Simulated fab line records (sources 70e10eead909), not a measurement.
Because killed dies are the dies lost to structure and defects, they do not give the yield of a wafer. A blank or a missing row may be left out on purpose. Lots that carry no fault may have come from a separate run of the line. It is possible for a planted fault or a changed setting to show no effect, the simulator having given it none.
fab line records	flow nand_harc
record: lots: 5	wafers: 15	last_day: 33
route steps=1302 shown A_M1@1171 END@1302
lots with no fault: from the same line, run without faults
start_h: the number of hours between the record's first day and the start of the first shown wafer of the lot	wait_h: hours elapsed since this lot's preceding step	" as in the row above	L1.1+2: several wafers, shown together as one row	- value missing, or start not given	* or withheld: withheld	< > ~ a bound
route shown NAME@n: a module of which the file shows steps, and the number in the route of the first	usual: mean and standard deviation over wafers with no fault	same: alike in all rows	chamber/n: place in a boat	sites: each site's reading	_std_site: the values' standard deviation	_edge_site: inner sites' mean taken away from outer sites' mean	radius_mm: how far each site lies from the wafer's centre	mask NAME#n: copy n	behind: the tool/chamber that last shaped the wafer	hold: what put the lot on hold/how long, in hours/how the hold closed	device: the transistor (n, p or np) that didn't switch	end of line: the route-end tests of the same wafers	a step with no rows: only its recipe	killed: dies that structure and defects cost at the first sort, which is not the same as the wafer's yield	map: dies across one wafer; x = killed, . = not, _ = none there
set.NAME: the setting as run; set.NAME@STEP: as run at that earlier step	model.NAME: the simulator's own value behind a step, which no gauge read
lots at some steps of the route; a table a step, a row a wafer
services: the hour from which a tool's chamber was out of use, counted from the record's first day as start_h (under 0 if before that day), plus the number of hours and why
== steps ==
step: NHARC_A_M1_HMDS_02
recipe: time_s: 30
step: NHARC_A_M1_COAT_34
recipe: temp_c: 200	time_s: 65
step: NHARC_A_M1_COAT_03
recipe: spin_rpm: 1500	resist_thk_nm: 90
step: NHARC_A_M1_SOFTBAKE_04
recipe: temp_c: 105	time_s: 55
step: NHARC_A_M1_EBR_05
step: NHARC_A_M1_EXPOSE_06
recipe: na: 1.35	target_cd_nm: 120	dose_mj: 75.13	mask_id: A_M1
step: NHARC_A_M1_PEB_07
recipe: peb_temp_c: 100	peb_time_s: 65
step: NHARC_A_M1_DEVELOP_08
recipe: develop_time_s: 35	dev_temp_c: 23
step: NHARC_A_M1_CD_MEAS_09
recipe: target_cd_nm: 120	landing_energy_ev: 500
usual: cd_nm: 120.4/0.51
lot.wafer	tool	chamber	start_h	wait_h	cd_nm
L261.1	cd_sem-03	0	537.29	-	120.7
L261.4	"	0	"	"	120.4
L261.6	"	0	"	"	120.5
L263.2	cd_sem-02	0	548.32	-	120.4
L263.5	"	0	"	"	121.5
L263.6	"	0	"	"	120.4
L271.1	cd_sem-03	0	628.11	-	119.6
L271.3	"	0	"	"	120.5
L271.5	"	0	"	"	119.8
L277.1	cd_sem-02	0	709.01	-	119.9
L277.3	"	0	"	"	121.1
L277.5	"	0	"	"	120.7
L283.1	cd_sem-03	0	764.33	-	120.3
L283.2	"	0	"	"	119.7
L283.6	"	0	"	"	119.9
step: NHARC_A_M1_OVL_MEAS_10
recipe: pitch_nm: 240
usual: overlay_x_nm: 0.3/0.77	overlay_y_nm: -0.1/0.81
lot.wafer	tool	chamber	start_h	wait_h	overlay_x_nm	overlay_y_nm
L261.1	overlay-01	-	537.38	-	-0.1	-0.2
L261.4	"	-	"	"	0.4	-0.3
L261.6	"	-	"	"	-0.4	-0.1
L263.2	overlay-01	-	548.41	-	1.7	1.1
L263.5	"	-	"	"	1.4	1.1
L263.6	"	-	"	"	1.8	0.7
L271.1	overlay-01	-	628.20	-	-1.0	-0.4
L271.3	"	-	"	"	-0.8	0.0
L271.5	"	-	"	"	-0.5	-0.4
L277.1	overlay-01	-	709.09	-	0.6	1.1
L277.3	"	-	"	"	1.2	1.0
L277.5	"	-	"	"	1.4	1.0
L283.1	overlay-01	-	764.42	-	0.4	-0.6
L283.2	"	-	"	"	1.2	0.2
L283.6	"	-	"	"	0.8	-0.4
step: NHARC_A_M1_INSPECT_11
usual: raw_defect_count: 80/34
lot.wafer	tool	chamber	start_h	wait_h	raw_defect_count
L261.1	defect_inspect-02	-	537.42	0.0	99
L261.4	"	-	"	"	102
L261.6	"	-	"	"	109
L263.2	defect_inspect-01	-	548.45	0.0	109
L263.5	"	-	"	"	103
L263.6	"	-	"	"	81
L271.1	defect_inspect-02	-	628.23	0.0	82
L271.3	"	-	"	"	94
L271.5	"	-	"	"	91
L277.1	defect_inspect-01	-	709.13	0.0	111
L277.3	"	-	"	"	92
L277.5	"	-	"	"	113
L283.1	defect_inspect-02	-	764.45	0.0	35
L283.2	"	-	"	"	48
L283.6	"	-	"	"	60
step: NHARC_A_M1_DESCUM_14
recipe: time_s: 3	o2_flow_sccm: 200	ar_flow_sccm: 0	bias_power_w: 0	chemistry: O2
usual: drypump_motor_current_A: 5.93/0.3	oes_product_au: 1.002/0.0092	rf_vpp_V: 57.8/0.85	showerhead_plenum_p_Torr: 1.91/0.055	throttle_valve_pct: 11.312/0.0087
same: bias_power_w: 0
lot.wafer	tool	chamber	start_h	wait_h	drypump_motor_current_A	oes_product_au	rf_hours_counter_h	rf_vpp_V	showerhead_plenum_p_Torr	throttle_valve_pct
L261.4	rie_diel-05	0	537.49	0.1	6.27	1.001	6.2	58.4	1.86	11.307
L261.1	"	2	"	"	6.31	0.997	7.4	58.0	1.86	11.316
L261.6	"	3	"	"	5.56	0.994	-	57.9	1.96	11.309
L263.2	rie_diel-05	3	548.52	0.1	5.54	0.995	8.2	57.5	1.96	11.314
L263.6	"	2	"	"	6.30	0.985	-	57.9	1.86	11.302
L263.5	"	3	"	"	5.55	0.989	-	58.8	1.96	11.315
L271.1	rie_diel-06	0	628.31	0.1	5.15	1.000	6.9	57.3	1.81	11.322
L271.3	"	1	"	"	5.66	1.000	8.1	58.6	1.92	11.306
L271.5	"	2	"	"	6.23	1.011	-	58.2	1.90	11.324
L277.1	rie_diel-06	3	709.20	0.1	6.02	0.975	2.1	57.2	2.01	11.320
L277.3	"	0	"	"	5.16	0.997	3.1	57.2	1.81	11.313
L277.5	"	2	"	"	6.24	0.995	-	58.9	1.90	11.312
L283.1	rie_diel-04	1	764.53	0.1	5.94	1.015	2.2	57.8	1.84	11.317
L283.2	"	2	"	"	5.99	1.002	1.5	57.3	1.98	11.313
L283.6	"	3	"	"	5.70	1.012	-	56.8	1.93	11.306
step: NHARC_A_M1_ETCH_35
recipe: target_depth_a: 400	overetch_a: 120	time_s: 43.94	ion_energy_ev: 200	n2_flow_sccm: 150	h2_flow_sccm: 150	ar_flow_sccm: 0	rf_w: 400	bias_w: 150	chemistry: N2/H2
usual: drypump_motor_current_A: 5.93/0.3	oes_product_au: 1.000/0.0096	rf_vpp_V: 430.3/1.9	run_length_s: 65.2/0.38	showerhead_plenum_p_Torr: 2.04/0.063	throttle_valve_pct: 14.173/0.0091
lot.wafer	tool	chamber	start_h	wait_h	drypump_motor_current_A	oes_product_au	rf_hours_counter_h	rf_vpp_V	run_length_s	showerhead_plenum_p_Torr	throttle_valve_pct
L261.1	rie_diel-05	0	537.56	0.1	6.25	0.995	6.2	428.5	65.0	1.98	14.166
L261.4	"	1	"	"	5.96	1.009	6.4	431.6	64.8	2.09	14.167
L261.6	"	0	"	"	6.25	1.006	-	429.1	65.5	1.98	14.185
L263.2	rie_diel-05	2	548.59	0.1	6.30	0.981	8.5	428.3	65.4	1.99	14.170
L263.6	"	2	"	"	6.32	0.994	-	428.9	65.3	1.98	14.163
L263.5	"	3	"	"	5.56	0.997	-	432.7	64.9	2.09	14.175
L271.1	rie_diel-06	3	628.38	0.1	6.04	0.981	6.2	434.5	65.8	2.15	14.171
L271.3	"	0	"	"	5.16	0.991	6.9	428.4	64.8	1.93	14.182
L271.5	"	3	"	"	6.06	0.987	-	433.0	65.6	2.15	14.165
L277.3	rie_diel-06	3	709.29	0.1	6.03	0.986	2.1	433.4	65.5	2.15	14.172
L277.1	"	0	"	"	5.17	0.989	3.1	427.1	52.7	1.93	14.162
L277.5	"	1	"	"	5.66	1.006	-	430.2	64.7	2.04	14.157
L283.2	rie_diel-04	1	764.61	0.1	5.93	1.005	2.2	427.7	65.0	1.96	14.180
L283.1	"	2	"	"	6.00	0.977	1.6	431.1	65.7	2.12	14.153
L283.6	"	0	"	"	6.08	1.010	-	431.4	65.2	2.03	14.189
step: NHARC_A_M1_ETCH_15
recipe: target_depth_a: 1825	time_s: 91.2	c4f8_flow_sccm: withheld	ar_flow_sccm: 400	rf_w: 600	bias_w: 300	chemistry: C4F8/Ar
usual: oes_product_au: 0.956/0.023	rf_vpp_V: 440.8/1.9	run_length_s: 112.4/0.33
lot.wafer	tool	chamber	start_h	wait_h	oes_product_au	rf_hours_counter_h	rf_vpp_V	run_length_s
L261.1	rie_diel-05	3	-	-	0.914	7.3	442.4	112.3
L261.4	"	2	"	"	0.914	7.4	438.3	112.4
L261.6	"	3	"	"	0.915	-	441.7	112.4
L263.2	rie_diel-05	1	-	-	0.981	7.4	443.4	112.3
L263.5	"	1	"	"	0.980	-	442.6	112.0
L263.6	"	2	"	"	0.951	-	439.4	112.6
L271.1	rie_diel-06	3	-	-	0.946	6.3	444.6	112.5
L271.3	"	0	"	"	0.973	6.9	438.5	112.2
L271.5	"	0	"	"	0.973	-	438.6	112.1
L277.1	rie_diel-06	0	-	-	0.973	3.1	439.1	112.3
L277.3	"	2	"	"	0.961	2.4	440.2	112.4
L277.5	"	0	"	"	0.973	-	437.3	112.0
L283.2	rie_diel-04	2	-	-	0.976	1.6	443.7	112.9
L283.1	"	0	"	"	0.972	1.6	439.2	112.6
L283.6	"	2	"	"	0.977	-	443.0	112.8
step: NHARC_END_SORT_01
recipe: temp_c: 25
usual: defect_limited_yield: 92.0/2.4	killed_at_array: 50/16	killed_at_other: 0.8/1	killed_at_periphery: 4/3.1	killed_dies: 54/16	killed_open: 3.2/2	killed_short: 2.5/1.6	sort_bin_2_pct: 2.8/1	sort_bin_3_pct: 0.6/0.35	sort_bin_4_pct: 4.6/1.4	sort_n_pass: 623/16	sort_rim_yield_pct: 90/4.3	sort_yield_pct: 92.0/2.4
same: gross_dies: 677	sort_bin_5_pct[%]: 0	sort_bin_6_pct[%]: 0	sort_bin_7_pct[%]: 0	sort_bin_8_pct[%]: 0	sort_rim_n_gross: 106.00
lot.wafer	tool	chamber	start_h	wait_h	defect_limited_yield[%]	killed_at_array	killed_at_other	killed_at_periphery	killed_dies	killed_open	killed_short	sort_bin_2_pct[%]	sort_bin_3_pct[%]	sort_bin_4_pct[%]	sort_n_pass	sort_rim_yield_pct[%]	sort_yield_pct[%]
L261.1	prober-02	0	572.43	2.5	90.4	61	1	3	65	3	2	3.1	1.0	5.5	612	91	90.4
L261.4	prober-02	0	574.84	3.4	93.5	38	0	6	44	2	3	3.1	0.4	3.0	633	89	93.5
L261.6	prober-02	0	576.45	4.0	91.6	50	2	5	57	1	1	3.5	0.6	4.3	620	92	91.6
L263.2	prober-02	0	589.21	2.8	88.6	75	0	2	77	6	1	4.1	0.6	6.6	600	92	88.6
L263.5	prober-02	0	591.61	3.7	91.9	49	3	3	55	4	3	2.8	0.4	4.9	622	88	91.9
L263.6	prober-02	0	592.41	4.0	90.4	63	1	1	65	2	5	3.7	0.4	5.5	612	97	90.4
L271.1	prober-02	0	664.56	2.5	92.2	44	2	7	53	1	4	2.8	0.4	4.6	624	89	92.2
L271.3	prober-02	0	666.13	3.1	90.4	61	4	0	65	5	3	3.1	1.0	5.5	612	88	90.4
L271.5	prober-02	0	667.71	3.7	91.0	55	2	4	61	4	2	3.2	0.7	5.0	616	90	91.0
L277.1	prober-02	0	742.05	2.5	91.7	50	0	6	56	1	3	3.8	0.9	3.5	621	90	91.7
L277.3	prober-02	0	743.65	3.1	90.8	60	0	2	62	4	5	2.7	0.6	5.9	615	86	90.8
L277.5	prober-02	0	745.25	3.7	89.4	64	0	8	72	0	2	3.8	0.4	6.4	605	85	89.4
L283.1	prober-01	0	799.38	2.5	93.4	33	0	12	45	2	3	2.4	0.6	3.7	632	92	93.4
L283.2	prober-01	0	800.18	2.8	92.6	44	3	3	50	1	3	1.8	0.3	5.3	627	92	92.6
L283.6	prober-01	0	803.39	4.0	90.8	46	3	13	62	4	5	3.0	0.9	5.3	615	88	90.8
killed by level:class
L261.1 A_CHANNEL_HOLE_D2:chamber_film_flake=31 A_CHANNEL_HOLE_D1:chamber_film_flake=22 P_M1:chamber_film_flake=2 A_WL_FILL:chamber_film_flake=2 A_ONON_D1:geometric_particle:open=1 A_CHANNEL_FILL_D1:geometric_particle:short=1 A_DECK1_JOINT:geometric_particle:short=1 A_STAIRCASE:geometric_particle:open=1
L261.4 A_CHANNEL_HOLE_D2:chamber_film_flake=17 A_CHANNEL_HOLE_D1:chamber_film_flake=11 P_BONDPAD:chamber_film_flake=3 A_CONTACT:chamber_film_flake=3 A_CHANNEL_FILL_D2:geometric_particle:short=2 P_ZERO_WELL:chamber_film_flake=2 A_STAIRCASE:chamber_film_flake=2 P_CONTACT:geometric_particle:open=1
L261.6 A_CHANNEL_HOLE_D2:chamber_film_flake=30 A_CHANNEL_HOLE_D1:chamber_film_flake=18 P_BONDPAD:chamber_film_flake=3 THIN_TSV:chamber_film_flake=2 P_STI:geometric_particle:open=1 P_CONTACT:geometric_particle:short=1 A_ZERO_WELL:chamber_film_flake=1 A_CONTACT:chamber_film_flake=1
L263.2 A_CHANNEL_HOLE_D1:chamber_film_flake=34 A_SLIT:chamber_film_flake=24 A_CHANNEL_HOLE_D2:chamber_film_flake=5 A_CONTACT:chamber_film_flake=4 A_CHANNEL_FILL_D1:geometric_particle:open=2 A_CHANNEL_FILL_D1:chamber_film_flake=2 P_CONTACT:geometric_particle:open=1 P_M2:geometric_particle:open=1
L263.5 A_CHANNEL_HOLE_D1:chamber_film_flake=19 A_SLIT:chamber_film_flake=14 A_CHANNEL_HOLE_D2:chamber_film_flake=4 A_WL_FILL:chamber_film_flake=4 THIN_TSV:chamber_film_flake=3 A_CHANNEL_FILL_D1:geometric_particle:short=2 A_WL_FILL:geometric_particle:open=2 P_ZERO_WELL:chamber_film_flake=2
L263.6 A_CHANNEL_HOLE_D1:chamber_film_flake=26 A_SLIT:chamber_film_flake=19 A_CHANNEL_HOLE_D2:chamber_film_flake=6 A_CONTACT:chamber_film_flake=3 A_DECK1_JOINT:geometric_particle:short=1 A_ONON_D2:geometric_particle:short=1 A_CHANNEL_FILL_D2:geometric_particle:short=1 A_BLC:geometric_particle:short=1
L271.1 A_SLIT:chamber_film_flake=24 A_CHANNEL_HOLE_D1:chamber_film_flake=6 A_CHANNEL_HOLE_D2:chamber_film_flake=4 P_STI:chamber_film_flake=3 P_M2:chamber_film_flake=2 A_DECK1_JOINT:chamber_film_flake=2 A_STAIRCASE:chamber_film_flake=2 THIN_TSV:chamber_film_flake=2
L271.3 A_SLIT:chamber_film_flake=26 A_CHANNEL_HOLE_D2:chamber_film_flake=14 A_CHANNEL_HOLE_D1:chamber_film_flake=7 THIN_TSV:chamber_film_flake=4 A_M0:chamber_film_flake=3 A_ONON_D1:geometric_particle:open=2 A_STAIRCASE:chamber_film_flake=2 A_SOURCE_PLATE:geometric_particle:open=1
L271.5 A_SLIT:chamber_film_flake=28 A_CHANNEL_HOLE_D2:chamber_film_flake=13 A_CHANNEL_HOLE_D1:chamber_film_flake=3 A_M0:chamber_film_flake=2 P_STI:chamber_film_flake=2 THIN_TSV:chamber_film_flake=2 P_GATE:geometric_particle:short=1 A_DECK1_JOINT:geometric_particle:open=1
L277.1 A_CHANNEL_HOLE_D2:chamber_film_flake=18 A_SLIT:chamber_film_flake=16 A_CHANNEL_HOLE_D1:chamber_film_flake=7 P_M1:chamber_film_flake=3 A_CONTACT:chamber_film_flake=2 A_WL_FILL:chamber_film_flake=2 A_ONON_D1:geometric_particle:short=1 A_CHANNEL_HOLE_D1:geometric_particle:short=1
L277.3 A_SLIT:chamber_film_flake=27 A_CHANNEL_HOLE_D2:chamber_film_flake=13 A_CHANNEL_HOLE_D1:chamber_film_flake=7 A_CHANNEL_FILL_D1:geometric_particle:short=2 A_M0:geometric_particle:open=2 A_WL_FILL:chamber_film_flake=2 A_ONON_D1:geometric_particle:open=1 A_DECK1_JOINT:geometric_particle:open=1
L277.5 A_SLIT:chamber_film_flake=25 A_CHANNEL_HOLE_D2:chamber_film_flake=23 A_CHANNEL_HOLE_D1:chamber_film_flake=6 P_M1:chamber_film_flake=4 A_WL_FILL:chamber_film_flake=4 A_CONTACT:chamber_film_flake=4 P_GATE:chamber_film_flake=3 P_M0:geometric_particle:short=1
L283.1 A_CHANNEL_HOLE_D1:chamber_film_flake=12 P_BONDPAD:chamber_film_flake=6 A_STAIRCASE:chamber_film_flake=6 A_SLIT:chamber_film_flake=6 P_GATE:chamber_film_flake=4 A_CONTACT:chamber_film_flake=3 A_SOURCE_PLATE:geometric_particle:open=1 A_DECK1_JOINT:geometric_particle:short=1
L283.2 A_CHANNEL_HOLE_D1:chamber_film_flake=21 A_SLIT:chamber_film_flake=8 A_STAIRCASE:chamber_film_flake=5 THIN_TSV:chamber_film_flake=3 P_BONDPAD:chamber_film_flake=2 A_CHANNEL_FILL_D1:chamber_film_flake=2 A_CONTACT:chamber_film_flake=2 A_CHANNEL_FILL_D1:geometric_particle:short=1
L283.6 A_CHANNEL_HOLE_D1:chamber_film_flake=19 A_SLIT:chamber_film_flake=10 P_BONDPAD:chamber_film_flake=6 A_CONTACT:chamber_film_flake=4 P_CONTACT:geometric_particle:open=3 A_CHANNEL_FILL_D1:chamber_film_flake=3 THIN_TSV:chamber_film_flake=3 A_CHANNEL_FILL_D1:geometric_particle:short=2
== services ==
tool	chamber	start_h	hours	kind
rie_diel-05	0	513.60	-	clean
rie_diel-05	1	513.60	-	clean
rie_diel-05	2	513.60	-	clean
rie_diel-05	3	513.60	-	clean
rie_diel-06	0	517.72	-	clean
rie_diel-06	1	517.72	-	clean
rie_diel-06	2	517.72	-	clean
rie_diel-06	3	517.72	-	clean
rie_diel-04	-	531.91	9.0	pm
rie_diel-05	0	538.10	-	clean
rie_diel-05	1	538.10	-	clean
rie_diel-04	0	553.78	13.7	repair
rie_diel-05	0	563.84	6.4	repair
rie_diel-05	-	583.60	9.0	pm
rie_diel-05	3	612.53	12.3	repair
rie_diel-04	-	613.56	0.2	repair
rie_diel-04	-	660.59	2.2	repair
rie_diel-06	-	661.22	9.0	pm
rie_diel-05	2	683.32	4.4	repair
rie_diel-04	-	708.91	9.0	pm
rie_diel-04	0	725.34	12.1	repair
rie_diel-05	3	738.50	9.1	repair
rie_diel-05	1	760.52	2.9	repair
rie_diel-05	-	760.60	9.0	pm
== key ==
first_sign: step: NHARC_A_M1_ETCH_35	reading: run_length_s	direction: down	sigmas: 33	usual: *	struck: *
effect none on later readings
met_at NHARC_A_M1_ETCH_35
struck_wafers L277.1
onset_between 628.38 709.29
fault: kind: process_parameter_drift	tool: rie_diel-06	chamber: 0	onset_h: 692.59	steps: NHARC_A_M1_ETCH_35	channel: time_s	offset: *	shape: step	end_h: 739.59	acts_in: *	stated: *
